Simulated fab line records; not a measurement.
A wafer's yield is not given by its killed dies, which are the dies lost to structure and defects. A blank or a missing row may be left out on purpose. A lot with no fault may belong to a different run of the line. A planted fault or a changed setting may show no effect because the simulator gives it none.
Matching of chambers	flow nand_harc	cmp-02 running NHARC_A_CHANNEL_FILL_D1_CMP_10: 4 sister chambers
The step polishes, target thk 150 nm. 8 wafers are shown with their chamber, then 7 later ones without.

WAFERS, EACH WITH ITS CHAMBER
wafer	chamber	motor_current_A (A)	time_to_endpoint_s (s)
L835.5	1	9.4	14
L837.2	1	9.5	15
L837.5	2	14.5	19
L839.1	0	10.5	20
L839.2	3	12.1	16
L839.5	2	14.0	18
L840.1	0	10.8	21
L840.2	3	11.8	14

WAFERS WHOSE CHAMBER IS MISSING
wafer	motor_current_A (A)	time_to_endpoint_s (s)
L840.6	13.8	21
L844.1	9.5	12
L844.3	14.9	16
L844.6	10.0	13
L852.1	9.7	6
L852.2	10.6	9
L852.4	11.6	6

THE CHAMBER EACH PASSED THROUGH
wafer	from the rows above	in truth
L840.6	2	2
L844.1	1	1
L844.3	2	2
L844.6	1	1
L852.1	1	1
L852.2	can't be placed: 1 or 3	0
L852.4	3	3
6 of 7 placed correctly. From these rows, 1 cannot be placed; in 0 the true chamber is one of the candidates. 0 placed wrongly.
How it was worked out, from the rows above alone: a wafer's distance from a chamber is the root of the sum, over the readings, of the square of ((its reading less the chamber's mean) divided by the reading's scatter). If the next closest chamber is less than 2 further off than the closest, the wafer can't be placed; otherwise it belongs to the closest. Each chamber's mean is taken over the wafers shown for it. The scatter: take each reading less its chamber's mean, square it, sum over the shown wafers, divide by the number of wafers less the number of chambers, and take the root.
